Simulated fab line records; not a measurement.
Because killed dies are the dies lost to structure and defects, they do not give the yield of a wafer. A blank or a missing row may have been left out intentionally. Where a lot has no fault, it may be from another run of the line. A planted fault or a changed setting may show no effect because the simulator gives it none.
Matching of chambers || flow n5Finfet || 3 sister chambers for N5_BEOL_M14_ILD_DEP_00 on pecvd-03
The step deposits SiO2 from TEOS/O2, target thk 1119.3 nm, time 237.4 s. 18 wafers are shown with their chamber, then 9 later ones without.

WAFERS, EACH WITH ITS CHAMBER
{"wafer": "L074.1", "chamber": 1, "throttleValvePct (%)": 18.3, "showerheadPlenumPTorr (Torr)": 8.37, "heaterPowerW (W)": 569}
{"wafer": "L074.4", "chamber": 1, "throttleValvePct (%)": 18.2, "showerheadPlenumPTorr (Torr)": 8.38, "heaterPowerW (W)": 582}
{"wafer": "L074.5", "chamber": 2, "throttleValvePct (%)": 18.3, "showerheadPlenumPTorr (Torr)": 8.28, "heaterPowerW (W)": 640}
{"wafer": "L077.1", "chamber": 0, "throttleValvePct (%)": 19.7, "showerheadPlenumPTorr (Torr)": 8.34, "heaterPowerW (W)": 629}
{"wafer": "L077.2", "chamber": 2, "throttleValvePct (%)": 18.6, "showerheadPlenumPTorr (Torr)": 8.31, "heaterPowerW (W)": 800}
{"wafer": "L077.5", "chamber": 1, "throttleValvePct (%)": 18.2, "showerheadPlenumPTorr (Torr)": 8.38, "heaterPowerW (W)": 567}
{"wafer": "L078.2", "chamber": 1, "throttleValvePct (%)": 18.3, "showerheadPlenumPTorr (Torr)": 8.35, "heaterPowerW (W)": 557}
{"wafer": "L078.4", "chamber": 0, "throttleValvePct (%)": 20.0, "showerheadPlenumPTorr (Torr)": 8.33, "heaterPowerW (W)": 676}
{"wafer": "L078.6", "chamber": 0, "throttleValvePct (%)": 19.9, "showerheadPlenumPTorr (Torr)": 8.33, "heaterPowerW (W)": 505}
{"wafer": "L080.3", "chamber": 0, "throttleValvePct (%)": 19.7, "showerheadPlenumPTorr (Torr)": 8.32, "heaterPowerW (W)": 552}
{"wafer": "L080.5", "chamber": 2, "throttleValvePct (%)": 18.6, "showerheadPlenumPTorr (Torr)": 8.28, "heaterPowerW (W)": 753}
{"wafer": "L080.6", "chamber": 0, "throttleValvePct (%)": 19.9, "showerheadPlenumPTorr (Torr)": 8.34, "heaterPowerW (W)": 617}
{"wafer": "L081.2", "chamber": 1, "throttleValvePct (%)": 18.2, "showerheadPlenumPTorr (Torr)": 8.40, "heaterPowerW (W)": 570}
{"wafer": "L081.3", "chamber": 0, "throttleValvePct (%)": 20.0, "showerheadPlenumPTorr (Torr)": 8.35, "heaterPowerW (W)": 623}
{"wafer": "L081.4", "chamber": 2, "throttleValvePct (%)": 18.5, "showerheadPlenumPTorr (Torr)": 8.29, "heaterPowerW (W)": 752}
{"wafer": "L085.1", "chamber": 2, "throttleValvePct (%)": 18.6, "showerheadPlenumPTorr (Torr)": 8.31, "heaterPowerW (W)": 667}
{"wafer": "L085.3", "chamber": 0, "throttleValvePct (%)": 20.1, "showerheadPlenumPTorr (Torr)": 8.32, "heaterPowerW (W)": 649}
{"wafer": "L085.5", "chamber": 0, "throttleValvePct (%)": 19.7, "showerheadPlenumPTorr (Torr)": 8.36, "heaterPowerW (W)": 498}

SIGNATURES (averages over the wafers above)
{"reading": "throttleValvePct", "chamber 0": 19.875, "chamber 1": 18.240, "chamber 2": 18.520, "scatter within a chamber": 0.13}
{"reading": "showerheadPlenumPTorr", "chamber 0": 8.3362, "chamber 1": 8.3760, "chamber 2": 8.2940, "scatter within a chamber": 0.0156}
{"reading": "heaterPowerW", "chamber 0": 593.62, "chamber 1": 569.00, "chamber 2": 722.40, "scatter within a chamber": 57.3}
Rule: a wafer's distance from a chamber is the root of the sum, over the readings, of the square of ((its reading less the chamber's mean) divided by the reading's scatter). The wafer belongs to the nearest chamber; if the next one is less than 2 further off, it can't be placed. The scatter: the root of (the sum of the squares of (reading less its chamber's mean) over the shown wafers, divided by (wafers less chambers)).

WAFERS WITHOUT THEIR CHAMBER
{"wafer": "L093.1", "throttleValvePct (%)": 18.7, "showerheadPlenumPTorr (Torr)": 8.29, "heaterPowerW (W)": 804}
{"wafer": "L093.3", "throttleValvePct (%)": 18.4, "showerheadPlenumPTorr (Torr)": 8.37, "heaterPowerW (W)": 530}
{"wafer": "L093.4", "throttleValvePct (%)": 19.8, "showerheadPlenumPTorr (Torr)": 8.32, "heaterPowerW (W)": 520}
{"wafer": "L091.2", "throttleValvePct (%)": 20.1, "showerheadPlenumPTorr (Torr)": 8.34, "heaterPowerW (W)": 561}
{"wafer": "L091.5", "throttleValvePct (%)": 18.5, "showerheadPlenumPTorr (Torr)": 8.31, "heaterPowerW (W)": 791}
{"wafer": "L091.6", "throttleValvePct (%)": 20.0, "showerheadPlenumPTorr (Torr)": 8.35, "heaterPowerW (W)": 617}
{"wafer": "L096.1", "throttleValvePct (%)": 18.0, "showerheadPlenumPTorr (Torr)": 8.38, "heaterPowerW (W)": 461}
{"wafer": "L096.4", "throttleValvePct (%)": 19.9, "showerheadPlenumPTorr (Torr)": 8.30, "heaterPowerW (W)": 599}
{"wafer": "L096.5", "throttleValvePct (%)": 18.7, "showerheadPlenumPTorr (Torr)": 8.28, "heaterPowerW (W)": 764}

WHICH CHAMBER EACH ONE RAN IN
{"wafer": "L093.1", "from the rows above": 2, "in truth": 2}
{"wafer": "L093.3", "from the rows above": 1, "in truth": 1}
{"wafer": "L093.4", "from the rows above": 0, "in truth": 0}
{"wafer": "L091.2", "from the rows above": 0, "in truth": 0}
{"wafer": "L091.5", "from the rows above": 2, "in truth": 2}
{"wafer": "L091.6", "from the rows above": 0, "in truth": 0}
{"wafer": "L096.1", "from the rows above": 1, "in truth": 1}
{"wafer": "L096.4", "from the rows above": 0, "in truth": 0}
{"wafer": "L096.5", "from the rows above": 2, "in truth": 2}
9 of 9 placed correctly. Can't be placed from these rows: 0. Number placed wrongly: 0.
